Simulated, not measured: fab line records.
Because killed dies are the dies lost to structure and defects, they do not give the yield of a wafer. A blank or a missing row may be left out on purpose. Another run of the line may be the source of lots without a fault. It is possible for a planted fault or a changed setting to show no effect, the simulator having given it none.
fab line records | flow n5Finfet
[record] lots = 12 wafers = 36 lastDay = 20
route steps=1938 shown MOL_CONTACT_COAG@562
lots with no fault: from the same line, run without faults
startH: the number of hours between the record's first day and the start of the first shown wafer of the lot | waitH: hours since the lot's step before | " as in the row above | L1.1+2: a row that stands for several wafers | - no value, or no start given | * or withheld: withheld | < > ~ a bound
route shown NAME@n: names a module that has steps shown in the file, with the first one's number in the route | usual: the fault-free wafers' mean and standard deviation | same: alike in all rows | chamber/n: place in a boat | sites: each site's reading | _std_site: standard deviation across them | _edge_site: mean of outer sites minus mean of inner sites | radiusMm: for every site, how far away it sits from the centre of the wafer | mask NAME#n: copy n | behind: tool/chamber where the wafer was last shaped | hold: reason for holding the lot/hours on hold/outcome of the hold | device: transistor that didn't switch, given as n, p or np | end of line: the tests these same wafers got at the end of their route | a step with no rows: only its recipe | killed: count of dies lost to structure and defects at first sort (not the wafer's yield) | map: shows each die of a wafer: x if killed, . if not, _ if none is there
set.NAME: the run value of the setting; set.NAME@STEP: its run value at that earlier step | model.NAME: the simulator's own value behind a step, which no gauge read
a sample of lots followed through the steps of the route, with each step as a table and each wafer as a row
services: a tool's chamber out of use, with start hour (startH, from the record's first day; less than 0 if before it), hours out, and reason
[[steps]]
[step N5_MOL_CONTACT_COAG_ALD_123]
[recipe] material = SiNx targetThkA = 50 tempC = 400 aldPrecursorFamily = SiH2I2 aldCoReactant = N2/H2-plasma pulseTimeS = 1 purgeTimeS = 2 coReactantPurgeTimeS = 2 aldCycles = 100 pressureTorr = 2
[usual] heaterPowerW = 843/97 precursorPulseHeightRel = 0.998/0.02
// columns lot.wafer tool chamber startH waitH heaterPowerW precursorPulseHeightRel
L332.1 aldSin-04 0 96.77 0.9 716 1.024
L332.4 " 2 " " 846 0.992
L332.6 " 2 " " 858 1.010
L333.1 aldSin-04 3 105.71 1.2 918 1.005
L333.4 " 0 " " 705 1.003
L333.5 " 2 " " 865 1.012
L334.2 aldSin-01 3 112.28 0.0 963 0.987
L334.3 " 1 " " 729 0.994
L334.5 " 3 " " 942 0.986
L337.4 aldSin-01 1 127.21 0.0 753 0.999
L337.5 " 2 " " 1063 0.999
L337.6 " 1 " " 734 0.989
L341.1 aldSin-01 3 154.07 0.0 921 1.005
L341.4 " 1 " " 757 0.989
L341.6 " 3 " " 951 0.992
L342.2 aldSin-01 1 159.56 0.0 741 0.991
L342.3 " 3 " " 919 0.983
L342.5 " 1 " " 749 0.996
L347.3 aldSin-01 1 187.95 0.6 742 0.997
L347.4 " 1 " " 759 1.007
L347.6 " 0 " " 802 1.009
L346.1 aldSin-02 3 192.05 0.8 795 0.989
L346.4 " 0 " " 736 1.021
L346.6 " 1 " " 809 0.987
L350.2 aldSin-02 0 207.58 0.0 694 0.985
L350.4 " 2 " " 804 0.986
L350.5 " 3 " " 778 1.028
L353.1 aldSin-04 0 225.08 0.0 711 0.988
L353.3 " 2 " " 879 1.000
L353.6 " 2 " " 858 1.019
L354.2 aldSin-04 0 232.12 0.0 702 0.972
L354.4 " 2 " " 879 0.986
L354.6 " 1 " " 899 1.000
L355.1 aldSin-04 3 254.45 0.0 915 0.964
L355.2 " 1 " " 899 1.008
L355.5 " 0 " " 714 0.977
[step N5_MOL_CONTACT_COAG_INSPECT_57]
[recipe] mode = adi inspectInstrument = brightfield
[usual] rawDefectCount = 193/54
// columns lot.wafer tool chamber startH waitH rawDefectCount
L332.1 defectInspect-01 - 97.69 0.1 312
L332.4 " - " " 256
L332.6 " - " " 233
L333.1 defectInspect-02 - 106.64 0.1 178
L333.4 " - " " 145
L333.5 " - " " 197
L334.2 defectInspect-01 - 113.21 0.0 129
L334.3 " - " " 191
L334.5 " - " " 197
L337.4 defectInspect-01 - 128.27 0.0 297
L337.5 " - " " 197
L337.6 " - " " 186
L341.1 defectInspect-01 - 154.99 0.1 145
L341.4 " - " " 203
L341.6 " - " " 137
L342.2 defectInspect-01 - 160.51 0.0 209
L342.3 " - " " 197
L342.5 " - " " 402
L347.3 defectInspect-02 - 189.00 0.0 164
L347.4 " - " " 170
L347.6 " - " " 162
L346.1 defectInspect-02 - 193.11 0.1 175
L346.4 " - " " 154
L346.6 " - " " 192
L350.2 defectInspect-01 - 208.51 0.0 138
L350.4 " - " " 127
L350.5 " - " " 153
L353.1 defectInspect-02 - 226.13 0.1 177
L353.3 " - " " 207
L353.6 " - " " 309
L354.2 defectInspect-01 - 233.06 0.0 122
L354.4 " - " " 147
L354.6 " - " " 139
L355.1 defectInspect-01 - 255.38 0.1 147
L355.2 " - " " 158
L355.5 " - " " 138
[step N5_MOL_CONTACT_COAG_ETCHBACK_135]
[recipe] chemistry = CHF3 target = SiO2 targetDepthA = 250 timeS = 16.7 ionEnergyEv = 200 pressureMtorr = 30 sourceW = 610 biasW = 170 Ar_flow_sccm = 200 CHF3_flow_sccm = 50
[usual] drypumpMotorCurrentA = 5.6/0.53 oesProductAu = 0.83/0.089 rfVppV = 525/5.9 showerheadPlenumPTorr = 2.41/0.094 throttleValvePct = 18.66/0.2
// columns lot.wafer tool chamber startH waitH drypumpMotorCurrentA oesProductAu rfHoursCounterH rfVppV showerheadPlenumPTorr throttleValvePct
L332.1 rieDiel-03 1 98.17 0.0 6.5 0.92 27 530 2.53 18.62
L332.4 " 0 " " 5.5 0.70 225 523 2.34 18.66
L332.6 " 2 " " 5.3 0.74 - 520 2.28 18.82
L333.1 rieDiel-03 0 107.11 0.0 5.5 0.70 229 523 2.34 18.68
L333.4 " 2 " " 5.3 0.75 179 520 2.28 18.84
L333.5 " 0 " " 5.5 0.70 - 523 2.34 18.68
L334.2 rieDiel-04 1 113.72 0.0 5.1 0.97 0 525 2.53 18.28
L334.3 " 3 " " 6.0 0.69 234 518 2.26 19.01
L334.5 " 3 " " 6.0 0.69 - 518 2.26 19.02
L337.4 rieDiel-01 1 128.89 0.0 5.1 0.90 22 535 2.53 18.62
L337.5 " 0 " " 5.8 0.82 - 526 2.40 18.57
L337.6 " 3 " " 6.3 0.92 - 518 2.34 18.69
L341.1 rieDiel-03 0 155.47 0.0 5.5 0.49 246 521 2.33 18.69
L341.4 " 3 " " 4.8 0.51 - 529 2.46 18.94
L341.6 " 1 " " 6.5 0.63 - 531 2.52 18.59
L342.2 rieDiel-03 3 161.62 0.0 4.8 0.51 204 527 2.46 18.97
L342.3 " 2 " " 5.3 0.52 193 521 2.28 18.82
L342.5 " 3 " " 4.8 0.52 - 527 2.45 18.97
L347.3 rieDiel-04 1 190.11 0.0 5.0 0.88 26 526 2.52 18.34
L347.4 " 2 " " 6.1 0.80 - 519 2.40 18.52
L347.6 " 1 " " 5.0 0.88 - 525 2.51 18.33
L346.1 rieDiel-04 0 194.16 0.0 5.3 0.88 44 536 2.33 18.62
L346.4 " 1 " " 5.0 0.88 - 526 2.51 18.33
L346.6 " 0 " " 5.3 0.88 - 536 2.33 18.62
L350.2 rieDiel-01 2 208.98 0.0 5.4 0.91 29 529 2.52 18.56
L350.4 " 1 " " 5.1 0.87 46 534 2.52 18.67
L350.5 " 1 " " 5.1 0.87 - 535 2.52 18.66
L353.1 rieDiel-04 3 227.32 0.0 6.0 0.97 8 525 2.54 18.69
L353.3 " 0 " " 5.3 0.86 56 535 2.33 18.64
L353.6 " 2 " " 6.1 0.80 - 519 2.40 18.55
L354.2 rieDiel-01 1 233.96 0.0 5.1 0.85 54 535 2.52 18.67
L354.4 " 3 " " 6.3 0.86 48 518 2.33 18.76
L354.6 " 2 " " 5.3 0.88 - 527 2.52 18.59
L355.1 rieDiel-01 0 255.90 0.0 5.8 0.78 119 525 2.39 18.64
L355.2 " 2 " " 5.3 0.86 46 528 2.52 18.59
L355.5 " 2 " " 5.3 0.87 - 526 2.52 18.59
[step N5_MOL_CONTACT_COAG_STRIP_119]
[recipe] chemistry = N2/H2 timeS = 30 powerW = 1000 tempC = 250 pressureMtorr = withheld n2FlowSccm = 1750 h2FlowSccm = 3250
[usual] drypumpMotorCurrentA = 5.8/0.51 heaterPowerW = 356/51
// columns lot.wafer tool chamber startH waitH drypumpMotorCurrentA heaterPowerW rfHoursCounterH
L332.1 plasmaAsher-02 1 98.39 0.1 5.8 425 41
L332.4 " 0 " " 5.1 355 -
L332.6 " 0 " " 5.1 350 -
L333.1 plasmaAsher-01 0 107.33 0.1 6.0 281 95
L333.4 " 1 " " 6.5 357 -
L333.5 " 1 " " 6.6 363 -
L334.2 plasmaAsher-02 0 113.94 0.1 5.1 338 43
L334.3 " 0 " " 5.1 352 -
L334.5 " 1 " " 5.8 417 -
L337.4 plasmaAsher-02 0 129.13 0.1 5.1 346 -
L337.5 " 0 " " 5.1 343 -
L337.6 " 1 " " 5.8 412 -
L341.1 plasmaAsher-02 0 155.69 0.1 5.1 353 50
L341.4 " 0 " " 5.1 358 -
L341.6 " 0 " " 5.1 338 -
L342.2 plasmaAsher-01 0 161.84 0.1 6.0 273 106
L342.3 " 1 " " 6.5 357 -
L342.5 " 1 " " 6.5 350 -
L347.3 plasmaAsher-02 1 190.35 0.1 5.9 415 -
L347.4 " 0 " " 5.1 349 -
L347.6 " 1 " " 5.8 413 -
L346.1 plasmaAsher-02 1 194.38 0.1 5.8 415 58
L346.4 " 1 " " 5.9 421 -
L346.6 " 0 " " 5.1 339 -
L350.2 plasmaAsher-01 0 209.20 0.1 6.0 273 115
L350.4 " 0 " " 6.1 275 -
L350.5 " 0 " " 6.0 258 -
L353.1 plasmaAsher-02 0 227.54 0.1 5.1 352 63
L353.3 " 1 " " 5.8 423 -
L353.6 " 1 " " 5.8 424 -
L354.2 plasmaAsher-02 0 234.19 0.1 5.1 342 65
L354.4 " 0 " " 5.1 347 -
L354.6 " 1 " " 5.8 408 -
L355.1 plasmaAsher-02 1 256.12 0.1 5.8 424 70
L355.2 " 0 " " 5.1 339 70
L355.5 " 0 " " 5.1 348 -
[[services]]
// columns tool chamber startH hours kind
aldSin-02 2 74.33 6.8 repair
rieDiel-01 2 85.67 - clean
rieDiel-01 2 85.67 - consumableReplace:focusRing
rieDiel-01 2 85.67 - consumableReplace:showerhead
rieDiel-01 2 85.67 16.1 scheduledDown
rieDiel-01 2 85.67 16.1 ventCycle
rieDiel-04 1 92.78 - clean
rieDiel-04 1 92.78 - consumableReplace:focusRing
rieDiel-04 1 92.78 - consumableReplace:showerhead
rieDiel-04 1 92.78 18.6 scheduledDown
rieDiel-04 1 92.78 18.6 ventCycle
aldSin-01 2 93.51 33.4 repair
aldSin-02 - 97.52 6.0 pm
rieDiel-04 3 103.26 4.3 repair
rieDiel-01 - 129.43 10.9 repair
aldSin-01 0 131.12 7.1 repair
rieDiel-04 3 138.33 9.4 repair
rieDiel-01 2 143.52 8.2 repair
rieDiel-03 0 165.44 - clean
rieDiel-03 0 165.44 - consumableReplace:focusRing
rieDiel-03 0 165.44 20.8 scheduledDown
aldSin-02 - 177.90 14.0 pm
aldSin-01 2 236.07 3.2 repair
aldSin-02 - 247.15 6.1 pm
[[key]]
[firstSign] step = N5_MOL_CONTACT_COAG_ETCHBACK_135 reading = oesProductAu direction = down sigmas = 3.4 usual = 0.83 struck = 0.53
effect none on later readings
metAt N5_MOL_CONTACT_COAG_ETCHBACK_135
struckLots L341,L342
testerLeftOut L341,L342
notActingAt N5_MOL_CONTACT_COAG_ALD_123,N5_MOL_CONTACT_COAG_INSPECT_57,N5_MOL_CONTACT_COAG_STRIP_119
onsetBetween 107.11 155.47
[fault] kind = processParameterDrift tool = rieDiel-03 chamber = - onsetH = 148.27 steps = N5_MOL_CONTACT_COAG_ETCHBACK_135 channel = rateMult offset = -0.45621 shape = step endH = 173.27
// testerLeftOut: of these lots the tester's yield and bins aren't shown, on N5 and GAA mostly nor the transistor test; their killed dies are dies lost to structure and defects alone, not to doping, threshold or leakage, so they don't give the yield
